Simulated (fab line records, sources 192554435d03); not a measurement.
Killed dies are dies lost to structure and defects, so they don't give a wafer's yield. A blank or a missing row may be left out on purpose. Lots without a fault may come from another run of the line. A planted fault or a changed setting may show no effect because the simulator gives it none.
Split-lot experiment | flow n5_finfet | 7 lots, 21 wafers read, on a route of 1938 steps

THE SPLIT
At N5_GATE_CUT_ETCH_58 (etches SiNx in CH3F/O2, target depth 17 nm, time 128.6 s), the setting time_s was moved away from the recipe's 128.6 s on 10 of the 21 wafers read, by -19.8% to +17.1%. The other wafers ran this setting at the recipe's value.

The reading is taken at the split's own step.

THE READING
etch.depth_nm (the simulator's own value, which no gauge read), in nm, at N5_GATE_CUT_ETCH_58 (etches SiNx in CH3F/O2, target depth 17 nm, time 128.6 s). The file gives no usual value for it. The 11 wafers here that ran the recipe average 16.97 nm, standard deviation 0.15 nm.

wafer  | tool, chamber at the split | time_s as run, s | against the recipe | etch.depth_nm, nm | against lot-mates on the recipe
L081.1 | rie_diel-06, 0             | 128.6            | recipe             | 16.93             | -
L081.2 | rie_diel-06, 1             | 111.7            | -13.1%             | 14.88             | -2.12
L081.6 | rie_diel-06, 1             | 128.6            | recipe             | 17.07             | -
L083.1 | rie_diel-01, 0             | 103.1            | -19.8%             | 13.91             | -3.09
L083.2 | rie_diel-01, 3             | 128.6            | recipe             | 17                | -
L083.4 | rie_diel-01, 1             | 103.1            | -19.8%             | 13.65             | -3.35
L088.1 | rie_diel-01, 1             | 108.5            | -15.6%             | 14.36             | -2.71
L088.5 | rie_diel-01, 2             | 108.5            | -15.6%             | 14.21             | -2.86
L088.6 | rie_diel-01, 3             | 128.6            | recipe             | 17.07             | -
L090.2 | rie_diel-01, 1             | 128.6            | recipe             | 17.12             | -
L090.3 | rie_diel-01, 2             | 128.6            | recipe             | 17.01             | -
L090.4 | rie_diel-01, 0             | 150.6            | +17.1%             | 20.14             | +3.07
L091.2 | rie_diel-06, 2             | 118.8            | -7.6%              | 15.54             | -1.15
L091.3 | rie_diel-06, 0             | 118.8            | -7.6%              | 15.33             | -1.36
L091.5 | rie_diel-06, 3             | 128.6            | recipe             | 16.69             | -
L092.3 | rie_diel-06, 2             | 128.6            | recipe             | 16.9              | -
L092.4 | rie_diel-06, 3             | 128.6            | recipe             | 16.8              | -
L092.6 | rie_diel-06, 0             | 128.6            | recipe             | 16.83             | -
L093.2 | rie_diel-01, 0             | 128.6            | recipe             | 17.23             | -
L093.3 | rie_diel-01, 3             | 114.9            | -10.7%             | 15.34             | -1.89
L093.4 | rie_diel-01, 1             | 114.9            | -10.7%             | 15.12             | -2.11

THE FIT
A straight line over all 21 wafers: etch.depth_nm changes by +0.17 nm for each +1% of time_s; r = +0.99; the points scatter about the line by 0.18 nm.
The same after taking each lot's own level away (the mean of its wafers on the recipe; 21 wafers): +0.172 nm for each +1%; r = +1.00; scatter 0.13 nm.
On that fit, the largest move of time_s shifts the reading by 3.4 nm.
The lots' own levels span 16.690 to 17.230 nm, that is 3.6 times the standard deviation above.
So the lot-to-lot level changes the slope little: the two slopes agree.
Check: with one of the wafers moved furthest among these (-19.8%) left out of the fit, the line predicts -3.47 nm for it against its lot-mates. It came out at -3.09 nm against them.

THE FILE'S OWN FIT
etch.depth_nm changes by +0.172 nm for each +1% of time_s, r = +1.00.
